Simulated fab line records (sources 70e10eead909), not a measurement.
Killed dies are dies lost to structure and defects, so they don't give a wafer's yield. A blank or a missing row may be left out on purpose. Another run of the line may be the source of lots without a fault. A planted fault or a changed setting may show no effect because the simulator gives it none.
Chamber matching || flow nand_harc || NHARC_P_GATE_STRIP_101 on rie_diel-07: 4 sister chambers
The step strips in O2, time 20 s. 4 wafers are shown with their chamber, then 8 later ones without.

WAFERS, EACH WITH ITS CHAMBER
{"wafer": "L074.1", "chamber": 3, "showerhead_plenum_p_Torr (Torr)": 3.39}
{"wafer": "L084.5", "chamber": 1, "showerhead_plenum_p_Torr (Torr)": 3.78}
{"wafer": "L088.1", "chamber": 2, "showerhead_plenum_p_Torr (Torr)": 3.76}
{"wafer": "L089.2", "chamber": 0, "showerhead_plenum_p_Torr (Torr)": 3.56}

WAFERS WITH NO CHAMBER GIVEN
{"wafer": "L089.4", "showerhead_plenum_p_Torr (Torr)": 3.78}
{"wafer": "L089.5", "showerhead_plenum_p_Torr (Torr)": 3.76}
{"wafer": "L090.4", "showerhead_plenum_p_Torr (Torr)": 3.56}
{"wafer": "L090.5", "showerhead_plenum_p_Torr (Torr)": 3.38}
{"wafer": "L090.6", "showerhead_plenum_p_Torr (Torr)": 3.56}
{"wafer": "L094.2", "showerhead_plenum_p_Torr (Torr)": 3.56}
{"wafer": "L094.5", "showerhead_plenum_p_Torr (Torr)": 3.56}
{"wafer": "L094.6", "showerhead_plenum_p_Torr (Torr)": 3.38}

WHICH CHAMBER EACH WENT THROUGH
{"wafer": "L089.4", "from the rows above": 1, "in truth": 1}
{"wafer": "L089.5", "from the rows above": 2, "in truth": 2}
{"wafer": "L090.4", "from the rows above": 0, "in truth": 0}
{"wafer": "L090.5", "from the rows above": 3, "in truth": 3}
{"wafer": "L090.6", "from the rows above": 0, "in truth": 0}
{"wafer": "L094.2", "from the rows above": 0, "in truth": 0}
{"wafer": "L094.5", "from the rows above": 0, "in truth": 0}
{"wafer": "L094.6", "from the rows above": 3, "in truth": 3}
Placed correctly: 8 of 8. Can't be placed from these rows: 0. Number placed wrongly: 0.
How it was worked out, from the rows above alone: a wafer's distance from a chamber is the root of the sum, over the readings, of the square of ((its reading less the chamber's mean) divided by the reading's scatter). The wafer belongs to the nearest chamber; if the next one is less than 2 further off, it can't be placed. Each chamber's mean is taken over the wafers shown for it. The scatter: with one shown wafer a chamber, the root of the mean of the squares of how far each hidden wafer lies from its nearest shown one.
